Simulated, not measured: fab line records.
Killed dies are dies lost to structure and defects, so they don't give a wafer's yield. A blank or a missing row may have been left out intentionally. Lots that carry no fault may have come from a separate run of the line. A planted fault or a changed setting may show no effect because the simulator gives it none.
Split-lot study -- flow n5 finfet -- 21 wafers read across 7 lots, on a route 1938 steps long

== ABOUT THE SPLIT ==
At N5_BEOL_M5_COAT_74 (time 60 s, resist thk 5 nm), the setting spin rpm was moved away from the recipe's 1500 rpm on 4 of the 21 wafers read, by -7.3% to +6.7%. This setting was run at the recipe's value on the other wafers.

== FROM THE SPLIT TO THE READING: what the file shows between them, 3 steps ==
- N5_BEOL_M5_COAT_22: resist thk 30 nm
- N5_BEOL_M5_EBR_24
- N5_BEOL_M5_DESCUM_33: chemistry O2, time 7 s

== THE READING ==
etch.depth nm (the simulator's own value, which no gauge read), in nm, at N5_BEOL_M5_ETCH_75 (etches underlayer in N2/H2, target depth 6.5 nm, time 5.2 s). The file does not state a usual value for it. Across the 17 wafers here that went through the recipe, the average is 4.998 nm and the standard deviation 0.011 nm.

wafer,"tool, chamber at the split","spin rpm as run, rpm",against the recipe,"etch.depth nm, nm",against lot-mates on the recipe
L076.1,"litho track-04, 0",1500,recipe,4.995,-
L076.5,"litho track-04, 0",1500,recipe,4.996,-
L076.6,"litho track-04, 0",1500,recipe,5.002,-
L078.2,"litho track-03, 0",1500,recipe,4.976,-
L078.3,"litho track-03, 0",1500,recipe,4.998,-
L078.5,"litho track-03, 0",1500,recipe,4.978,-
L088.1,"litho track-01, 0",1500,recipe,5.009,-
L088.3,"litho track-01, 0",1601,+6.7%,4.851,-0.155
L088.6,"litho track-01, 0",1500,recipe,5.004,-
L087.1,"litho track-04, 0",1390,-7.3%,5.217,+0.213
L087.5,"litho track-04, 0",1500,recipe,5.003,-
L087.6,"litho track-04, 0",1500,recipe,5.004,-
L089.4,"litho track-03, 0",1444,-3.7%,5.091,+0.083
L089.5,"litho track-03, 0",1500,recipe,5.025,-
L089.6,"litho track-03, 0",1500,recipe,4.991,-
L091.1,"litho track-04, 0",1500,recipe,4.986,-
L091.4,"litho track-04, 0",1500,recipe,5.002,-
L091.6,"litho track-04, 0",1569,+4.6%,4.88,-0.114
L094.2,"litho track-04, 0",1500,recipe,4.999,-
L094.5,"litho track-04, 0",1500,recipe,5.009,-
L094.6,"litho track-04, 0",1500,recipe,4.994,-

FIT RESULTS
A straight line over all 21 wafers: etch.depth nm changes by -0.026 nm for each +1% of spin rpm; r = -0.98; the points scatter about the line by 0.014 nm.
The same after taking each lot's own level away (the mean of its wafers on the recipe; 21 wafers): -0.0257 nm for each +1%; r = -0.99; scatter 0.011 nm.
That fit puts the effect of the largest move of spin rpm on the reading at 0.19 nm.
Measured against the standard deviation above, the lots' own levels, which go from 4.9840 to 5.0080 nm, span 2.1 times it.
The two slopes are in agreement: the lot-to-lot level therefore moves the slope only a little.
Check: with one of the wafers moved furthest among these (-7.3%) left out of the fit, the line predicts +0.171 nm for it against its lot-mates. It came out at +0.213 nm against them.

== OTHER SPLITS ON THESE WAFERS ==
Before the reading, these wafers also passed through other splits. Each is held against what the fit with the lots' levels taken away leaves over:
other split on the same wafers,wafers away from the commonest value,r with etch.depth nm (lot level and that fit taken away)
N5_BEOL_M4_ETCH_64 bias w,8,+0.21
N5_BEOL_M4_COAT_67 spin rpm,10,+0.07
N5_BEOL_M4_TRENCH_ETCH_37 source w,12,-0.19
N5_BEOL_M5_ETCH_72 source w,8,+0.27

== FILE'S OWN FIT ==
etch.depth nm changes by -0.0257 nm for each +1% of spin rpm, r = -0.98.
